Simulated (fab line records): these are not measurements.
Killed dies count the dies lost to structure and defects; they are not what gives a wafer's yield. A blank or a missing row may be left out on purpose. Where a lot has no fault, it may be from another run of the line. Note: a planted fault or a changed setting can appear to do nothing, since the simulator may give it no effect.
Matching of chambers ; flow n5_finfet ; cvd_co-02 running N5_BEOL_M2_PRE_CLEAN_60: 3 sister chambers
The step time 15 s. 6 wafers are shown with their chamber, then 12 later ones without.

== WAFERS PAIRED WITH THEIR CHAMBERS ==
wafer;chamber;heater_power_w (W);heater_power_outer_w (W)
L084.4;0;61;13
L084.5;1;76;11
L082.4;0;62;13
L086.1;1;77;12
L086.3;2;88;16
L086.4;2;88;16

== WAFERS WITH NO CHAMBER GIVEN ==
wafer;heater_power_w (W);heater_power_outer_w (W)
L091.1;78;12
L091.4;79;12
L091.5;91;16
L096.1;63;13
L096.3;89;16
L096.5;63;13
L094.1;88;16
L094.5;92;16
L094.6;78;12
L097.2;89;16
L097.4;63;13
L097.6;77;12

== WHICH CHAMBER EACH ONE RAN IN ==
wafer;from the rows above;in truth
L091.1;1;1
L091.4;1;1
L091.5;2;2
L096.1;0;0
L096.3;2;2
L096.5;0;0
L094.1;2;2
L094.5;2;2
L094.6;1;1
L097.2;2;2
L097.4;0;0
L097.6;1;1
Correctly placed: 12 of 12. Not placeable from these rows: 0. Placed wrongly: 0.
How it was worked out, from the rows above alone: a wafer's distance from a chamber is the root of the sum, over the readings, of the square of ((its reading less the chamber's mean) divided by the reading's scatter). The wafer belongs to the nearest chamber; if the next one is less than 2 further off, it can't be placed. The mean given for a chamber averages the wafers shown for that chamber. How the scatter is found: for the shown wafers, subtract from each reading the mean of its chamber, square and add these, divide the total by (wafers less chambers), then take the root.
